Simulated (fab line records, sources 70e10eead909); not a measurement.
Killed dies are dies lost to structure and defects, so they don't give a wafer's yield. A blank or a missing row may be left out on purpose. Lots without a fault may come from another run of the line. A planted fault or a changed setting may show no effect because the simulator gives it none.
Chamber matching | flow nand_harc | NHARC_A_CONTACT_ALD_18 on ald_metal-01: 4 sister chambers
The step deposits TiN, target thk 3 nm, pulse time 1 s, ald cycles 150. 14 wafers are shown with their chamber, then 7 later ones without.

WAFERS WITH THEIR CHAMBER
wafer  | chamber | heater_power_w (W) | precursor_pulse_height_rel
L679.2 | 3       | 1035               | 0.963
L679.3 | 2       | 1145               | 0.983
L679.5 | 1       | 1086               | 0.992
L682.3 | 2       | 1132               | 1.000
L682.4 | 3       | 1059               | 1.003
L682.5 | 2       | 1133               | 0.980
L688.3 | 3       | 1042               | 0.990
L688.4 | 1       | 1089               | 0.966
L688.6 | 0       | 1162               | 0.975
L686.3 | 1       | 1069               | 0.982
L686.5 | 0       | 1143               | 0.982
L686.6 | 1       | 1081               | 1.016
L690.1 | 0       | 1138               | 0.978
L690.2 | 2       | 1125               | 1.011

SIGNATURES (means of the wafers above)
reading                    | chamber 0 | chamber 1 | chamber 2 | chamber 3 | scatter within a chamber
heater_power_w             | 1147.67   | 1081.25   | 1133.75   | 1045.33   | 10.3
precursor_pulse_height_rel | 0.97833   | 0.98900   | 0.99350   | 0.98533   | 0.0168
Rule: a wafer's distance from a chamber is the root of the sum, over the readings, of the square of ((its reading less the chamber's mean) divided by the reading's scatter). The wafer belongs to the nearest chamber; if the next one is less than 2 further off, it can't be placed. The scatter: the root of (the sum of the squares of (reading less its chamber's mean) over the shown wafers, divided by (wafers less chambers)).

WAFERS WITHOUT THEIR CHAMBER
wafer  | heater_power_w (W) | precursor_pulse_height_rel
L690.3 | 1005               | 1.001
L698.2 | 1069               | 0.958
L698.5 | 1153               | 1.004
L698.6 | 1118               | 0.994
L699.1 | 1018               | 0.992
L699.3 | 1178               | 1.054
L699.5 | 1202               | 0.933

WHICH CHAMBER EACH WENT THROUGH
wafer  | from the rows above     | in truth
L690.3 | 3                       | 3
L698.2 | can't be placed: 1 or 3 | 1
L698.5 | can't be placed: 0 or 2 | 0
L698.6 | can't be placed: 2 or 0 | 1
L699.1 | 3                       | 3
L699.3 | can't be placed: 0 or 2 | 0
L699.5 | can't be placed: 0 or 2 | 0
Placed correctly: 2 of 7. Can't be placed from these rows: 5 (the true chamber is among the candidates in 4). Placed wrongly: 0.
